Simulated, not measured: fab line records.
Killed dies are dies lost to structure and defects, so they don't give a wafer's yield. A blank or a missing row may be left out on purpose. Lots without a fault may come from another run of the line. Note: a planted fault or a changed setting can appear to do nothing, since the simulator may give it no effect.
Which tool is to blame? :: flow n5 finfet :: Sampling: 24 lots, 72 wafers, 3 of 1938 route steps

## WHAT THE GAUGES SHOWED, per wafer
N5_BEOL_M0_SAQP_INSPECT_42: inspects for defects (brightfield).
lot: L074
measured: day 5 21:09
on: defect inspect-02
raw defect count: 233 340 230

lot: L075
measured: day 5 22:40
on: defect inspect-02
raw defect count: 297 450 389

lot: L076
measured: day 6 06:16
on: defect inspect-01
raw defect count: 251 269 179

lot: L077
measured: day 6 12:37
on: defect inspect-02
raw defect count: 264 240 225

lot: L078
measured: day 6 19:45
on: defect inspect-01
raw defect count: 207 175 239

lot: L079
measured: day 7 02:28
on: defect inspect-01
raw defect count: 295 263 239

lot: L080
measured: day 7 04:00
on: defect inspect-02
raw defect count: 201 165 188

lot: L081
measured: day 7 14:43
on: defect inspect-01
raw defect count: 228 268 234

lot: L082
measured: day 7 20:23
on: defect inspect-01
raw defect count: 280 342 182

lot: L083
measured: day 7 23:40
on: defect inspect-01
raw defect count: 220 252 415

lot: L084
measured: day 8 12:10
on: defect inspect-01
raw defect count: 178 191 236

lot: L085
measured: day 8 13:31
on: defect inspect-02
raw defect count: 218 200 256

lot: L086
measured: day 8 20:28
on: defect inspect-02
raw defect count: 238 264 398

lot: L087
measured: day 9 02:31
on: defect inspect-01
raw defect count: 200 273 210

lot: L088
measured: day 9 06:31
on: defect inspect-02
raw defect count: 218 315 203

lot: L089
measured: day 9 15:10
on: defect inspect-01
raw defect count: 410 212 273

lot: L090
measured: day 9 18:16
on: defect inspect-01
raw defect count: 242 276 182

lot: L091
measured: day 10 00:08
on: defect inspect-01
raw defect count: 241 228 288

lot: L092
measured: day 10 04:37
on: defect inspect-01
raw defect count: 384 225 240

lot: L093
measured: day 10 09:36
on: defect inspect-02
raw defect count: 378 216 405

lot: L094
measured: day 10 15:50
on: defect inspect-02
raw defect count: 179 276 240

lot: L095
measured: day 10 23:41
on: defect inspect-01
raw defect count: 257 438 309

lot: L096
measured: day 11 02:49
on: defect inspect-02
raw defect count: 340 230 253

lot: L097
measured: day 11 07:04
on: defect inspect-02
raw defect count: 209 322 271

## WHAT TOOL EACH LOT RAN ON (gives the tool, then ch and the chambers of the sampled wafers, and finally the start)
lot: L074
N5_BEOL_M0_SAQP_STRIP_86: rie diel-04 ch 0,2, day 5 17:10
N5_BEOL_M0_SAQP_SPACER2_ETCHBACK_27: rie diel-04 ch 0,2, day 5 20:34

lot: L075
N5_BEOL_M0_SAQP_STRIP_86: rie diel-04 ch 1,2,3, day 5 18:55
N5_BEOL_M0_SAQP_SPACER2_ETCHBACK_27: rie diel-02 ch 0,2,3, day 5 21:57

lot: L076
N5_BEOL_M0_SAQP_STRIP_86: rie diel-02 ch 1,2,3, day 6 02:47
N5_BEOL_M0_SAQP_SPACER2_ETCHBACK_27: rie diel-02 ch 1,2, day 6 05:32

lot: L077
N5_BEOL_M0_SAQP_STRIP_86: rie diel-02 ch 1,2,3, day 6 08:32
N5_BEOL_M0_SAQP_SPACER2_ETCHBACK_27: rie diel-04 ch 0,3, day 6 11:53

lot: L078
N5_BEOL_M0_SAQP_STRIP_86: rie diel-04 ch 0,2, day 6 16:20
N5_BEOL_M0_SAQP_SPACER2_ETCHBACK_27: rie diel-04 ch 0,2, day 6 19:10

lot: L079
N5_BEOL_M0_SAQP_STRIP_86: rie diel-02 ch 0,2,3, day 6 22:11
N5_BEOL_M0_SAQP_SPACER2_ETCHBACK_27: rie diel-02 ch 0,2,3, day 7 01:53

lot: L080
N5_BEOL_M0_SAQP_STRIP_86: rie diel-02 ch 0,1,3, day 6 23:53
N5_BEOL_M0_SAQP_SPACER2_ETCHBACK_27: rie diel-05 ch 0,1,3, day 7 03:17

lot: L081
N5_BEOL_M0_SAQP_STRIP_86: rie diel-05 ch 1,2, day 7 11:15
N5_BEOL_M0_SAQP_SPACER2_ETCHBACK_27: rie diel-02 ch 0,1,3, day 7 14:07

lot: L082
N5_BEOL_M0_SAQP_STRIP_86: rie diel-04 ch 0,1,3, day 7 15:52
N5_BEOL_M0_SAQP_SPACER2_ETCHBACK_27: rie diel-05 ch 0,3, day 7 19:40

lot: L083
N5_BEOL_M0_SAQP_STRIP_86: rie diel-05 ch 1,2, day 7 19:04
N5_BEOL_M0_SAQP_SPACER2_ETCHBACK_27: rie diel-04 ch 0,1, day 7 22:57

lot: L084
N5_BEOL_M0_SAQP_STRIP_86: rie diel-04 ch 0,2, day 8 04:51
N5_BEOL_M0_SAQP_SPACER2_ETCHBACK_27: rie diel-04 ch 0,1,3, day 8 11:26

lot: L085
N5_BEOL_M0_SAQP_STRIP_86: rie diel-02 ch 0,3, day 8 07:22
N5_BEOL_M0_SAQP_SPACER2_ETCHBACK_27: rie diel-02 ch 0,2,3, day 8 12:46

lot: L086
N5_BEOL_M0_SAQP_STRIP_86: rie diel-04 ch 1,3, day 8 16:48
N5_BEOL_M0_SAQP_SPACER2_ETCHBACK_27: rie diel-05 ch 0,2,3, day 8 19:45

lot: L087
N5_BEOL_M0_SAQP_STRIP_86: rie diel-02 ch 0,3, day 8 22:37
N5_BEOL_M0_SAQP_SPACER2_ETCHBACK_27: rie diel-04 ch 1,3, day 9 01:56

lot: L088
N5_BEOL_M0_SAQP_STRIP_86: rie diel-04 ch 2,3, day 9 02:13
N5_BEOL_M0_SAQP_SPACER2_ETCHBACK_27: rie diel-02 ch 2,3, day 9 05:47

lot: L089
N5_BEOL_M0_SAQP_STRIP_86: rie diel-05 ch 1,2,3, day 9 10:52
N5_BEOL_M0_SAQP_SPACER2_ETCHBACK_27: rie diel-02 ch 0,1,3, day 9 14:34

lot: L090
N5_BEOL_M0_SAQP_STRIP_86: rie diel-05 ch 0,1,3, day 9 14:07
N5_BEOL_M0_SAQP_SPACER2_ETCHBACK_27: rie diel-02 ch 1,2,3, day 9 17:40

lot: L091
N5_BEOL_M0_SAQP_STRIP_86: rie diel-05 ch 0,1,2, day 9 20:26
N5_BEOL_M0_SAQP_SPACER2_ETCHBACK_27: rie diel-04 ch 2,3, day 9 23:23

lot: L092
N5_BEOL_M0_SAQP_STRIP_86: rie diel-05 ch 0,2,3, day 10 00:21
N5_BEOL_M0_SAQP_SPACER2_ETCHBACK_27: rie diel-05 ch 1,2, day 10 04:01

lot: L093
N5_BEOL_M0_SAQP_STRIP_86: rie diel-05 ch 0,1,2, day 10 04:56
N5_BEOL_M0_SAQP_SPACER2_ETCHBACK_27: rie diel-05 ch 2,3, day 10 08:53

lot: L094
N5_BEOL_M0_SAQP_STRIP_86: rie diel-05 ch 1,2,3, day 10 11:51
N5_BEOL_M0_SAQP_SPACER2_ETCHBACK_27: rie diel-04 ch 0,2,3, day 10 15:15

lot: L095
N5_BEOL_M0_SAQP_STRIP_86: rie diel-04 ch 0,2, day 10 20:10
N5_BEOL_M0_SAQP_SPACER2_ETCHBACK_27: rie diel-04 ch 0,2, day 10 23:05

lot: L096
N5_BEOL_M0_SAQP_STRIP_86: rie diel-05 ch 0,1,2, day 10 23:21
N5_BEOL_M0_SAQP_SPACER2_ETCHBACK_27: rie diel-02 ch 1,2,3, day 11 02:06

lot: L097
N5_BEOL_M0_SAQP_STRIP_86: rie diel-02 ch 0,1,2, day 11 03:04
N5_BEOL_M0_SAQP_SPACER2_ETCHBACK_27: rie diel-02 ch 0,1,2, day 11 06:21
- N5_BEOL_M0_SAQP_STRIP_86: strips in N2/H2.
- N5_BEOL_M0_SAQP_SPACER2_ETCHBACK_27: etches SiO2 in CHF3/O2, target depth 22.5 nm, time 11.25 s.

## WHAT THE TOOLS THEMSELVES READ (means of the sampled wafers that have a number; where no wafer has one, the mark that the record gives instead)
N5_BEOL_M0_SAQP_STRIP_86.
lot: L074
tool: rie diel-04
drypump motor current A (A): 5.5
oes product au (a.u.): 0.69
rf vpp V (V): 121.8
showerhead plenum p Torr (Torr): 3.44
throttle valve pct (%): 19.3

lot: L075
tool: rie diel-04
drypump motor current A (A): 5.5
oes product au (a.u.): 0.69
rf vpp V (V): 120.7
showerhead plenum p Torr (Torr): 3.36
throttle valve pct (%): 18.9

lot: L076
tool: rie diel-02
drypump motor current A (A): 6.5
oes product au (a.u.): 0.78
rf vpp V (V): 120.4
showerhead plenum p Torr (Torr): 3.36
throttle valve pct (%): 19.2

lot: L077
tool: rie diel-02
drypump motor current A (A): 6.5
oes product au (a.u.): 0.78
rf vpp V (V): 122.9
showerhead plenum p Torr (Torr): 3.36
throttle valve pct (%): 19.3

lot: L078
tool: rie diel-04
drypump motor current A (A): 5.6
oes product au (a.u.): 0.69
rf vpp V (V): 122.7
showerhead plenum p Torr (Torr): 3.45
throttle valve pct (%): 19.1

lot: L079
tool: rie diel-02
drypump motor current A (A): 6.1
oes product au (a.u.): 0.78
rf vpp V (V): 121.6
showerhead plenum p Torr (Torr): 3.31
throttle valve pct (%): 19.0

lot: L080
tool: rie diel-02
drypump motor current A (A): 5.9
oes product au (a.u.): 0.73
rf vpp V (V): 122.6
showerhead plenum p Torr (Torr): 3.28
throttle valve pct (%): 19.3

lot: L081
tool: rie diel-05
drypump motor current A (A): 5.9
oes product au (a.u.): 0.83
rf vpp V (V): 122.4
showerhead plenum p Torr (Torr): 3.26
throttle valve pct (%): 18.7

lot: L082
tool: rie diel-04
drypump motor current A (A): 5.4
oes product au (a.u.): 0.78
rf vpp V (V): 122.1
showerhead plenum p Torr (Torr): 3.49
throttle valve pct (%): 19.1

lot: L083
tool: rie diel-05
drypump motor current A (A): 5.9
oes product au (a.u.): 0.82
rf vpp V (V): 121.2
showerhead plenum p Torr (Torr): 3.26
throttle valve pct (%): 18.7

lot: L084
tool: rie diel-04
drypump motor current A (A): 5.6
oes product au (a.u.): 0.69
rf vpp V (V): 121.8
showerhead plenum p Torr (Torr): 3.44
throttle valve pct (%): 19.1

lot: L085
tool: rie diel-02
drypump motor current A (A): 5.5
oes product au (a.u.): 0.72
rf vpp V (V): 121.6
showerhead plenum p Torr (Torr): 3.23
throttle valve pct (%): 19.0

lot: L086
tool: rie diel-04
drypump motor current A (A): 5.4
oes product au (a.u.): 0.85
rf vpp V (V): 122.8
showerhead plenum p Torr (Torr): 3.52
throttle valve pct (%): 18.5

lot: L087
tool: rie diel-02
drypump motor current A (A): 5.5
oes product au (a.u.): 0.72
rf vpp V (V): 121.6
showerhead plenum p Torr (Torr): 3.22
throttle valve pct (%): 19.1

lot: L088
tool: rie diel-04
drypump motor current A (A): 5.6
oes product au (a.u.): 0.77
rf vpp V (V): 123.9
showerhead plenum p Torr (Torr): 3.48
throttle valve pct (%): 18.6

lot: L089
tool: rie diel-05
drypump motor current A (A): 6.2
oes product au (a.u.): 0.82
rf vpp V (V): 121.6
showerhead plenum p Torr (Torr): 3.25
throttle valve pct (%): 18.9

lot: L090
tool: rie diel-05
drypump motor current A (A): 5.8
oes product au (a.u.): 0.74
rf vpp V (V): 120.0
showerhead plenum p Torr (Torr): 3.31
throttle valve pct (%): 19.2

lot: L091
tool: rie diel-05
drypump motor current A (A): 5.9
oes product au (a.u.): 0.78
rf vpp V (V): 120.5
showerhead plenum p Torr (Torr): 3.33
throttle valve pct (%): 19.0

lot: L092
tool: rie diel-05
drypump motor current A (A): 6.1
oes product au (a.u.): 0.79
rf vpp V (V): 122.5
showerhead plenum p Torr (Torr): 3.33
throttle valve pct (%): 19.1

lot: L093
tool: rie diel-05
drypump motor current A (A): 5.8
oes product au (a.u.): 0.77
rf vpp V (V): 121.3
showerhead plenum p Torr (Torr): 3.33
throttle valve pct (%): 19.0

lot: L094
tool: rie diel-05
drypump motor current A (A): 6.2
oes product au (a.u.): 0.80
rf vpp V (V): 121.6
showerhead plenum p Torr (Torr): 3.25
throttle valve pct (%): 18.9

lot: L095
tool: rie diel-04
drypump motor current A (A): 5.5
oes product au (a.u.): 0.86
rf vpp V (V): 122.8
showerhead plenum p Torr (Torr): 3.43
throttle valve pct (%): 19.1

lot: L096
tool: rie diel-05
drypump motor current A (A): 5.8
oes product au (a.u.): 0.77
rf vpp V (V): 121.5
showerhead plenum p Torr (Torr): 3.32
throttle valve pct (%): 19.0

lot: L097
tool: rie diel-02
drypump motor current A (A): 6.0
oes product au (a.u.): 0.90
rf vpp V (V): 122.1
showerhead plenum p Torr (Torr): 3.42
throttle valve pct (%): 19.2

N5_BEOL_M0_SAQP_SPACER2_ETCHBACK_27.
lot: L074
tool: rie diel-04
bias w (W): 170.1
drypump motor current A (A): 5.5
oes product au (a.u.): 0.69
rf vpp V (V): 542
showerhead plenum p Torr (Torr): 2.48
throttle valve pct (%): 19.18

lot: L075
tool: rie diel-02
bias w (W): 170.1
drypump motor current A (A): 6.1
oes product au (a.u.): 0.78
rf vpp V (V): 517
showerhead plenum p Torr (Torr): 2.38
throttle valve pct (%): 19.01

lot: L076
tool: rie diel-02
bias w (W): 170.3
drypump motor current A (A): 6.5
oes product au (a.u.): 0.79
rf vpp V (V): 518
showerhead plenum p Torr (Torr): 2.43
throttle valve pct (%): 19.16

lot: L077
tool: rie diel-04
bias w (W): 170.1
drypump motor current A (A): 5.4
oes product au (a.u.): 0.68
rf vpp V (V): 516
showerhead plenum p Torr (Torr): 2.34
throttle valve pct (%): 18.97

lot: L078
tool: rie diel-04
bias w (W): 169.8
drypump motor current A (A): 5.6
oes product au (a.u.): 0.69
rf vpp V (V): 533
showerhead plenum p Torr (Torr): 2.49
throttle valve pct (%): 19.08

lot: L079
tool: rie diel-02
bias w (W): 169.8
drypump motor current A (A): 6.1
oes product au (a.u.): 0.77
rf vpp V (V): 517
showerhead plenum p Torr (Torr): 2.37
throttle valve pct (%): 19.02

lot: L080
tool: rie diel-05
bias w (W): 170.5
drypump motor current A (A): 5.8
oes product au (a.u.): 0.77
rf vpp V (V): 518
showerhead plenum p Torr (Torr): 2.38
throttle valve pct (%): 18.75

lot: L081
tool: rie diel-02
bias w (W): 169.8
drypump motor current A (A): 5.9
oes product au (a.u.): 0.72
rf vpp V (V): 520
showerhead plenum p Torr (Torr): 2.35
throttle valve pct (%): 19.07

lot: L082
tool: rie diel-05
bias w (W): 169.7
drypump motor current A (A): 5.7
oes product au (a.u.): 0.75
rf vpp V (V): 522
showerhead plenum p Torr (Torr): 2.43
throttle valve pct (%): 18.77

lot: L083
tool: rie diel-04
bias w (W): 170.3
drypump motor current A (A): 5.4
oes product au (a.u.): 0.67
rf vpp V (V): 540
showerhead plenum p Torr (Torr): 2.47
throttle valve pct (%): 19.15

lot: L084
tool: rie diel-04
bias w (W): 170.2
drypump motor current A (A): 5.4
oes product au (a.u.): 0.76
rf vpp V (V): 528
showerhead plenum p Torr (Torr): 2.50
throttle valve pct (%): 18.88

lot: L085
tool: rie diel-02
bias w (W): 170.0
drypump motor current A (A): 6.1
oes product au (a.u.): 0.76
rf vpp V (V): 516
showerhead plenum p Torr (Torr): 2.37
throttle valve pct (%): 19.04

lot: L086
tool: rie diel-05
bias w (W): 170.3
drypump motor current A (A): 6.1
oes product au (a.u.): 0.80
rf vpp V (V): 519
showerhead plenum p Torr (Torr): 2.39
throttle valve pct (%): 18.80

lot: L087
tool: rie diel-04
bias w (W): 169.8
drypump motor current A (A): 5.4
oes product au (a.u.): 0.84
rf vpp V (V): 514
showerhead plenum p Torr (Torr): 2.53
throttle valve pct (%): 18.58

lot: L088
tool: rie diel-02
bias w (W): 169.5
drypump motor current A (A): 6.5
oes product au (a.u.): 0.78
rf vpp V (V): 518
showerhead plenum p Torr (Torr): 2.42
throttle valve pct (%): 19.07

lot: L089
tool: rie diel-02
bias w (W): 170.2
drypump motor current A (A): 5.9
oes product au (a.u.): 0.91
rf vpp V (V): 524
showerhead plenum p Torr (Torr): 2.44
throttle valve pct (%): 18.80

lot: L090
tool: rie diel-02
bias w (W): 170.4
drypump motor current A (A): 6.5
oes product au (a.u.): 0.83
rf vpp V (V): 520
showerhead plenum p Torr (Torr): 2.40
throttle valve pct (%): 19.02

lot: L091
tool: rie diel-04
bias w (W): 169.9
drypump motor current A (A): 5.6
oes product au (a.u.): 0.76
rf vpp V (V): 520
showerhead plenum p Torr (Torr): 2.51
throttle valve pct (%): 18.83

lot: L092
tool: rie diel-05
bias w (W): 169.7
drypump motor current A (A): 5.9
oes product au (a.u.): 0.80
rf vpp V (V): 509
showerhead plenum p Torr (Torr): 2.33
throttle valve pct (%): 18.80

lot: L093
tool: rie diel-05
bias w (W): 169.9
drypump motor current A (A): 6.4
oes product au (a.u.): 0.84
rf vpp V (V): 516
showerhead plenum p Torr (Torr): 2.34
throttle valve pct (%): 18.83

lot: L094
tool: rie diel-04
bias w (W): 170.4
drypump motor current A (A): 5.5
oes product au (a.u.): 0.85
rf vpp V (V): 521
showerhead plenum p Torr (Torr): 2.50
throttle valve pct (%): 18.81

lot: L095
tool: rie diel-04
bias w (W): 169.9
drypump motor current A (A): 5.6
oes product au (a.u.): 0.76
rf vpp V (V): 526
showerhead plenum p Torr (Torr): 2.47
throttle valve pct (%): 19.00

lot: L096
tool: rie diel-02
bias w (W): 169.9
drypump motor current A (A): 6.5
oes product au (a.u.): 0.81
rf vpp V (V): 519
showerhead plenum p Torr (Torr): 2.40
throttle valve pct (%): 19.04

lot: L097
tool: rie diel-02
bias w (W): 169.8
drypump motor current A (A): 6.0
oes product au (a.u.): 0.89
rf vpp V (V): 522
showerhead plenum p Torr (Torr): 2.45
throttle valve pct (%): 18.87

## THE ANSWER, worked out from the rows above alone
Rule: what is usual is taken from the lots themselves. Put in order of their means at a reading, lots are off if they are a third of the lots or fewer, leave a main group of 4 or more, and stand apart from it by a gap of 3 or more times the standard deviation of the main group's means; of several such gaps the widest counts. Not used: any main group whose means are identical at the precision the tables above print for the reading. A lot without any number at a reading at which 4 lots or more have one is off too. All remaining lots with rows at the step are treated as sound. After the gauges, taken in route order, come the tools' own readings; for these a lot's mean is taken, as printed above. The first step at which some lot is off is used, and at that step the reading that is off furthest; a lot without a number counts as furthest.
No lot is off at any reading shown: from this, nothing can be told.

## WHAT WAS PUT IN BY THE SIMULATOR
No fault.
